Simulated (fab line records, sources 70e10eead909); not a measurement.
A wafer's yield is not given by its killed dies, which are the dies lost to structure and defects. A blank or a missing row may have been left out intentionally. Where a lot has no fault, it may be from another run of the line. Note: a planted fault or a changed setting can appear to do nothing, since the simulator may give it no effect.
Problem report in the 8D (eight disciplines) form, filled by code / flow nand_harc / the parts of the form that need people (team, actions taken, sign-off) are left out

1. PROBLEM STATEMENT
killed_at_array at NHARC_END_SORT_01 reads a mean of 672 on 2 wafers of 2 lots; wafers without a fault read 27 with a standard deviation of 9.9. Measured from the usual mean, that is +65 standard deviations.
First seen on wafer L126.4, day 20 21:47, on prober-02. At this step, 6 wafers from 2 lots have a number in the record. By rule, "out" or "out of limits" means more than 4 standard deviations away from the usual mean. The other wafers with a number count as sound.

2. WHAT IT IS, WHAT IT ISN'T
question=which readings at this step | is=killed_at_array, killed_dies | is not=killed_at_other, killed_at_periphery, killed_open, killed_short
question=which lots | is=L126, L130 | is not=-
question=which wafers of those lots | is=L126.4, L130.4 | is not=L126.2, L126.3, L130.1, L130.2
question=read on which gauges | is=prober-01, prober-02 | is not=-
question=when | is=from day 20 21:47 | is not=up to then (2 sound wafers); but 2 sound wafers of L130 came after

3. WHAT RULES OUT EACH SUSPECT
Counting: if a tool at a process step up to the reading ran every lot that is out, it stays a suspect. Sound lots after the first of them don't rule it out here, since some wafers of a struck lot are sound.
- the gauge at NHARC_END_SORT_01 has been ruled out. Those wafers that are out were read across 2 gauges (prober-01, prober-02).
- rtp_anneal-02 at NHARC_A_CHANNEL_FILL_D1_RTA_24 (time 5 s): kept. It ran every lot that is out, first L126 (day 12 00:02).
- rie_diel-01 at NHARC_A_STAIRCASE_ETCH_13 (etches the open film in C4F8/O2, target depth 100 nm, time 40.5 s): kept. It ran every lot that is out, first L126 (day 12 03:38). Its own readings are out on those wafers: oes_product_au, rf_fwd_power_W.
- rie_diel-01 at NHARC_A_STAIRCASE_TRIM_18 (chemistry O2, time 211.2 s): kept. It ran every lot that is out, first L126 (day 20 20:11). Because NHARC_A_STAIRCASE_TRIM_18 lacks a start for some lots, the hours and order of its lots are taken from NHARC_END_SORT_01.
- rie_diel-01 at NHARC_A_STAIRCASE_ETCH_19 (etches the open film in C4F8/O2, target depth 100 nm, time 40.5 s): kept. It ran every lot that is out, first L126 (day 20 20:11). Because NHARC_A_STAIRCASE_ETCH_19 lacks a start for some lots, the hours and order of its lots are taken from NHARC_END_SORT_01.
- At NHARC_A_STAIRCASE_ETCH_13, inside rie_diel-01: chamber 3 took the wafers that are out, while their sound lot-mates went through chambers 1, 2.
- Within rie_diel-01 at NHARC_A_STAIRCASE_TRIM_18: the wafers that are out ran in chambers 2, 3; their sound lot-mates ran in chambers 0, 1.
- Within rie_diel-01 at NHARC_A_STAIRCASE_ETCH_19: the wafers that are out ran in chambers 2, 3; their sound lot-mates ran in chambers 0, 1.
Left after counting: rtp_anneal-02 at NHARC_A_CHANNEL_FILL_D1_RTA_24, rie_diel-01 at NHARC_A_STAIRCASE_ETCH_13, rie_diel-01 at NHARC_A_STAIRCASE_TRIM_18, rie_diel-01 at NHARC_A_STAIRCASE_ETCH_19.

4. THE CAUSE (what the simulator had put in)
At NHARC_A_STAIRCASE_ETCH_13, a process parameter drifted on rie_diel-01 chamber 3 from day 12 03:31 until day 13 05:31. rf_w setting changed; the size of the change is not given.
Counting left 4 suspects, and this tool is among them.

5. SEQUENCE OF EFFECTS, ordered by route
One row per reading whose mean, taken over the struck wafers that have a number, lies over 3 standard deviations from the usual. Only readings whose record carries a usual standard deviation are examined. hours: median over the lots of the time between each lot's start at the first step of this table that gives one and its start at this step. sigmas: the change, counted in usual standard deviations.
hours=0; step=NHARC_A_STAIRCASE_ETCH_13; reading=oes_product_au; usual=0.940 a.u.; on struck wafers=0.714; change=-0.226; sigmas=-13
hours=0; step=NHARC_A_STAIRCASE_ETCH_13; reading=rf_fwd_power_W; usual=593.1 W; on struck wafers=354.9; change=-238.2; sigmas=-88
hours=209; step=NHARC_END_SORT_01; reading=killed_at_array; usual=27; on struck wafers=672; change=+645; sigmas=+65
hours=209; step=NHARC_END_SORT_01; reading=killed_dies; usual=31; on struck wafers=677; change=+646; sigmas=+65
Process steps it contains:
- NHARC_A_STAIRCASE_ETCH_13: etches the open film in C4F8/O2, target depth 100 nm, time 40.5 s.

6. WHAT WOULD HAVE CAUGHT IT SOONER
The first out-of-limits reading at a measuring or inspecting step in this record came at day 20 21:47, 210 hours after the fault's start at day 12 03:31.
Tool's own readings at NHARC_A_STAIRCASE_ETCH_13, oes_product_au, rf_fwd_power_W: out on all struck wafers the step has rows for; an alarm limit on them would have tripped on the first.
The start of NHARC_A_STAIRCASE_ETCH_13 on rie_diel-01 came by day 20 21:47 for every one of the lots that are out (2). Holding the tool at that point would not have protected any of them.
